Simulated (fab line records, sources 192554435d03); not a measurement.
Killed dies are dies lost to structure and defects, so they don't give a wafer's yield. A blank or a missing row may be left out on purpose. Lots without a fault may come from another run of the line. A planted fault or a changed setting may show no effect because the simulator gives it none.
Which tool did it? | flow n5_finfet | 9 lots, 27 wafers sampled, at 4 steps of a route of 1938

WHAT THE GAUGES READ, wafer by wafer
N5_BEOL_M4_RC_MEAS_101.
lot  | measured     | on        | CJ_P
L939 | day 8 17:11  | prober-01 | 5.73 5.64 5.73
L940 | day 9 06:21  | prober-01 | 5.95 5.51 5.95
L941 | day 9 04:13  | prober-02 | 5.78 5.86 6.00
L942 | day 9 01:15  | prober-02 | 5.59 5.98 5.99
L943 | day 9 10:55  | prober-02 | 5.50 5.90 5.81
L945 | day 10 10:31 | prober-02 | 5.96 5.67 5.84
L947 | day 11 14:48 | prober-02 | 5.71 6.12 5.79
L950 | day 11 14:51 | prober-01 | 5.82 5.93 5.90
L951 | day 13 02:11 | prober-02 | 4.50 4.17 5.76

WHICH TOOL RAN EACH LOT (tool, then ch and the chambers of the sampled wafers, then the start)
lot  | N5_ZERO_LAYER_PECVD_02         | N5_BEOL_M4_SPUTTER_92        | N5_BEOL_M4_PRE_CLEAN_60
L939 | pecvd-01 ch 0,2, day 1 12:18   | pvd_sputter-03, day 8 15:39  | cvd_co-02 ch 1,2, day 8 16:55
L940 | pecvd-03 ch 0,1,2, day 1 18:17 | pvd_sputter-01, day 9 04:39  | cvd_co-02 ch 1,2, day 9 05:55
L941 | pecvd-01 ch 0,2, day 2 00:17   | pvd_sputter-02, day 9 02:41  | cvd_co-01 ch 0,1, day 9 03:57
L942 | pecvd-02 ch 0,1, day 2 06:18   | pvd_sputter-03, day 8 23:33  | cvd_co-01 ch 0,1, day 9 00:49
L943 | pecvd-01 ch 0,2, day 2 12:17   | pvd_sputter-01, day 9 09:23  | cvd_co-02 ch 0,1,2, day 9 10:39
L945 | pecvd-01 ch 0,1, day 3 00:17   | pvd_sputter-01, day 10 00:56 | cvd_co-01 ch 0,1,2, day 10 10:13
L947 | pecvd-01 ch 0,2, day 3 12:17   | pvd_sputter-01, day 11 13:07 | cvd_co-02 ch 0,2, day 11 14:22
L950 | pecvd-01 ch 0,1, day 4 06:18   | pvd_sputter-03, day 11 13:08 | cvd_co-01 ch 1,2, day 11 14:26
L951 | pecvd-01 ch 1,2, day 4 12:17   | pvd_sputter-01, day 13 00:29 | cvd_co-02 ch 1,2, day 13 01:46
- N5_ZERO_LAYER_PECVD_02: deposits SiO2 from SiH4/N2O, target thk 10 nm, time 6 s.
- N5_BEOL_M4_SPUTTER_92: material Cu, target thk 4.5 nm, time 8.29 s.
- N5_BEOL_M4_PRE_CLEAN_60: time 15 s.

THE ANSWER, worked out from the rows above alone
Rule: what is usual is taken from the lots themselves. Put in order of their means at a reading, lots are off if they are a third of the lots or fewer, leave a main group of 4 or more, and stand apart from it by a gap of 3 or more times the standard deviation of the main group's means; of several such gaps the widest counts. A main group whose means are all the same, to the digits that the tables above print for the reading, isn't used. A lot without any number at a reading at which 4 lots or more have one is off too. The other lots that the step has rows for count as sound.
Off: L951, at N5_BEOL_M4_RC_MEAS_101 (CJ_P). The main group: mean 5.82, standard deviation 0.064.
A tool fits if, at a process step before that reading, it ran every lot that is off, and no sound lot after the first of them. The gauges at N5_BEOL_M4_RC_MEAS_101 are tried like those tools. Can't be told from this: 4 tools fit, pecvd-01 at N5_ZERO_LAYER_PECVD_02, pvd_sputter-01 at N5_BEOL_M4_SPUTTER_92, cvd_co-02 at N5_BEOL_M4_PRE_CLEAN_60, prober-02 at N5_BEOL_M4_RC_MEAS_101.

WHAT THE SIMULATOR HAD PUT IN
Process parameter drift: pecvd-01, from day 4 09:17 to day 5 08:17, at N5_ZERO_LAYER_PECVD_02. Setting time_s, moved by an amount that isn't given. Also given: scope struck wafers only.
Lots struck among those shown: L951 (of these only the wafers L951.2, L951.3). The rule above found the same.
